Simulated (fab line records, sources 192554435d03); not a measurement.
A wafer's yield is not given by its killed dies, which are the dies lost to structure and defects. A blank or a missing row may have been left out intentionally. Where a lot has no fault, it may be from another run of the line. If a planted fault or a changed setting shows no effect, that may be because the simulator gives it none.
Matching of chambers ; flow n5-finfet ; N5_BEOL_M7_ILD_DEP_00 on pecvd-03: 3 sister chambers
The step deposits SiCOH lowk from DEMS/porogen, target thk 179.75 nm, time 33.4 s. 16 wafers are shown with their chamber, then 8 later ones without.

== WAFERS, EACH WITH ITS CHAMBER ==
wafer;chamber;throttle-valve-pct (%);heater-power-w (W);showerhead-plenum-p-Torr (Torr)
L076.1;1;14.6;257;5.731
L076.2;2;13.2;252;5.747
L076.5;2;13.3;250;5.729
L075.2;1;14.5;238;5.744
L075.3;0;14.6;168;5.727
L075.4;0;14.9;176;5.744
L084.1;2;13.3;277;5.746
L084.2;0;15.1;165;5.736
L084.3;1;14.0;259;5.739
L084.4;0;14.7;171;5.751
L084.5;2;13.4;276;5.727
L084.6;1;14.4;267;5.758
L085.1;0;15.2;170;5.750
L085.2;1;14.3;249;5.749
L085.3;2;13.2;253;5.758
L092.1;1;14.3;210;5.742

SIGNATURES, as means of the wafers listed above
reading;chamber 0;chamber 1;chamber 2;scatter within a chamber
throttle-valve-pct;14.900;14.350;13.280;0.197
heater-power-w;170.00;246.67;261.60;15
showerhead-plenum-p-Torr;5.74160;5.74383;5.74140;0.0108
Rule: for each reading, subtract the chamber's mean from the wafer's reading, divide by that reading's scatter and square the result; add these up over the readings and take the root, which gives the wafer's distance from the chamber. If the next closest chamber is less than 2 further off than the closest, the wafer can't be placed; otherwise it belongs to the closest. The scatter: the root of (the sum of the squares of (reading less its chamber's mean) over the shown wafers, divided by (wafers less chambers)).

== WAFERS WITHOUT THEIR CHAMBER ==
wafer;throttle-valve-pct (%);heater-power-w (W);showerhead-plenum-p-Torr (Torr)
L092.2;15.2;202;5.755
L092.5;14.2;213;5.742
L095.1;13.5;284;5.753
L095.3;14.4;220;5.738
L095.6;14.3;220;5.755
L096.2;15.0;187;5.749
L096.5;13.6;265;5.735
L096.6;15.4;193;5.747

== THE CHAMBER EACH PASSED THROUGH ==
wafer;from the rows above;in truth
L092.2;0;0
L092.5;1;1
L095.1;2;2
L095.3;1;1
L095.6;1;1
L096.2;0;0
L096.5;2;2
L096.6;0;0
Correct placement for 8 of the 8. Number that these rows cannot place: 0. Placed wrongly: 0.
